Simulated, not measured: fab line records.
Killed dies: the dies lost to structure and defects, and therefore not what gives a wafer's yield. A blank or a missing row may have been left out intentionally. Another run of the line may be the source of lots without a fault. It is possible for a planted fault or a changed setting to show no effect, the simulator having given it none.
Chamber matching -- flow nand_harc -- NHARC_A_M0_DEP_32 on pecvd-04: 3 sister chambers
The step deposits SiCN, target thk 30 nm. 3 wafers are shown with their chamber, then 12 later ones without.

== WAFERS PAIRED WITH THEIR CHAMBERS ==
wafer,chamber,heater_power_w (W)
L086.2,0,548
L089.5,2,595
L089.6,1,513

== WAFERS MISSING THEIR CHAMBER ==
wafer,heater_power_w (W)
L085.1,542
L085.2,644
L085.3,522
L090.1,507
L090.4,504
L090.5,654
L092.3,598
L092.5,594
L092.6,514
L094.1,514
L094.3,474
L094.6,569

== THE CHAMBER EACH PASSED THROUGH ==
wafer,from the rows above,in truth
L085.1,can't be placed: 0 or 1 or 2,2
L085.2,can't be placed: 2 or 0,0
L085.3,can't be placed: 1 or 0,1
L090.1,can't be placed: 1 or 0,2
L090.4,can't be placed: 1 or 0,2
L090.5,can't be placed: 2 or 0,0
L092.3,can't be placed: 2 or 0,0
L092.5,can't be placed: 2 or 0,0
L092.6,can't be placed: 1 or 0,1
L094.1,can't be placed: 1 or 0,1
L094.3,can't be placed: 1 or 0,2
L094.6,can't be placed: 0 or 2 or 1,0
Correct placement for 0 of the 12. Unplaceable from these rows: 12, with the true chamber sitting among the candidates in 9. Placed wrongly: 0.
How it was worked out, from the rows above alone: a wafer's distance from a chamber is the root of the sum, over the readings, of the square of ((its reading less the chamber's mean) divided by the reading's scatter). If the next closest chamber is less than 2 further off than the closest, the wafer can't be placed; otherwise it belongs to the closest. The mean given for a chamber averages the wafers shown for that chamber. The scatter (one wafer shown for each chamber): square how far every hidden wafer sits from the nearest shown wafer, average those squares and take the square root.
